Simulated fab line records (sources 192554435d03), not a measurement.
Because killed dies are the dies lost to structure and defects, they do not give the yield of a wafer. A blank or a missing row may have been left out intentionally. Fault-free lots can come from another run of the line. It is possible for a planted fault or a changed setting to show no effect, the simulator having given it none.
Struck lot and sound lot, side by side    flow n5Finfet    18 steps out of a route of 1938
Sound: the wafers L865.1, L865.4, L865.6. The struck wafers were L878.1, L878.2, L878.5. The cause is named last.
Each step with rows lists, per side, the tool, then ch with its chambers, then its first start. Under that, the readings that differ: sound wafers    struck wafers    difference of the means    sigmas: that difference in standard deviations of wafers without a fault.
alike: readings whose means differ by less than 2 such deviations, and words and numbers that are the same on both sides. not compared: withheld readings, readings that some wafer has no value for, bounds like >300 that may hide the same value, and numbers for which the record gives no deviation and whose values overlap.
Wherever a step has rows on one side only, a row that says differs or no value, or a row with sigmas, the two part there. Numbers that don't overlap but have no deviation are shown without sigmas and don't part them. Lack of a reading on every wafer of one side parts them only where that side has two or more wafers.

first, 2 steps without rows for these wafers: N5_BEOL_M2_STRIP_65 (strips in N2/H2); N5_BEOL_M2_STRIP_75 (strips in N2/H2).
N5_BEOL_M2_STRIP_66: strips in CF4.
  sound on rieDiel-03 ch 0,1, day 7 02:36; struck on rieDiel-01 ch 1,3, day 10 07:51
  alike: drypumpMotorCurrentA, oesProductAu, rfVppV, showerheadPlenumPTorr, throttleValvePct
  not compared: rfHoursCounterH
N5_BEOL_M2_HM_OPEN_17: chemistry Cl2/BCl3, target TiN, target depth 20 nm, overetch 6 nm.
  sound on rieMetal-03 ch 0,1, day 7 02:38; struck on rieMetal-02 ch 0,1, day 10 07:53
  alike: drypumpMotorCurrentA, oes_ar_750_au, oesProductAu, throttleValvePct
  not compared: rfHoursCounterH
N5_BEOL_M2_STRIP_19: strips in O2.
  sound on rieDiel-01 ch 0,1,3, day 7 02:46; struck on rieDiel-01 ch 1,2,3, day 10 08:00
  alike: drypumpMotorCurrentA, oesProductAu, rfVppV, showerheadPlenumPTorr, throttleValvePct
  not compared: rfHoursCounterH
N5_BEOL_M2_CD_MEAS_18: pitch 36 nm, target cd 18 nm.
  struck on cdSem-01, day 10 08:04; sound on cdSem-01, day 7 02:50
  alike: cdNm
then, 6 steps without rows for these wafers: N5_BEOL_M2_COAT_67 (time 60 s, resist thk 60 nm); N5_BEOL_M2_COAT_68 (time 60 s, resist thk 12 nm); N5_BEOL_M2_COAT_76 (time 60 s, resist thk 5 nm); N5_BEOL_M2_COAT_22 (resist thk 30 nm); N5_BEOL_M2_EBR_24; N5_BEOL_M2_SOFTBAKE_23 (time 60 s).
N5_BEOL_M2_EXPOSE_25: exposes mask V1, defocus 5 nm.
  sound on euvScanner-01 ch 0, day 7 03:01; struck on euvScanner-01 ch 0, day 10 08:14
reading            sound           struck          difference  sigmas
exposureDoseMJCm2  62.7 62.8 62.8  65.9 66.0 65.9  +3.2        +6
  alike: mask
then, 2 steps without rows for these wafers: N5_BEOL_M2_PEB_26 (peb time 60 s); N5_BEOL_M2_DEVELOP_27 (develop time 30 s).
N5_BEOL_M2_CD_MEAS_28: target cd 26.2 nm, target cd y 24.1 nm.
  sound on cdSem-01 ch 0, day 7 03:09; struck on cdSem-01 ch 0, day 10 08:23
reading    sound              struck             difference  sigmas
cdNm (nm)  26.15 26.23 26.14  27.49 27.37 27.31  +1.22       +5
N5_BEOL_M2_OVL_MEAS_29:
  sound on overlay-02 ch 0, day 7 03:11; struck on overlay-02 ch 0, day 10 08:25
  alike: V1_OVL
-- the record jumps here: 2 days lie between the struck wafers' starts before and after (it left off in module BEOL_M2 and takes up again in module BEOL_M4, whose first step shown is number 1111 of the route) --
N5_BEOL_M4_RC_MEAS_101:
  sound on prober-02 ch 0, day 9 04:07; struck on prober-02 ch 0, day 12 13:50
  alike: DIBL_N, DIBL_P, IOFF_N, IOFF_P, ION_N, ION_P, SS_N, SS_P, VT_N, VT_P

WHERE THEY PART
First at N5_BEOL_M2_EXPOSE_25; last, within this record, at N5_BEOL_M2_CD_MEAS_28. Later steps at which nothing parts them and some readings are alike: N5_BEOL_M2_OVL_MEAS_29, N5_BEOL_M4_RC_MEAS_101.

WHY: what had been put in by the simulator
Process parameter drift: euvScanner-01, from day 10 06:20 on, at N5_BEOL_M2_EXPOSE_25. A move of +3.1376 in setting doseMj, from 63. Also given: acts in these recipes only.
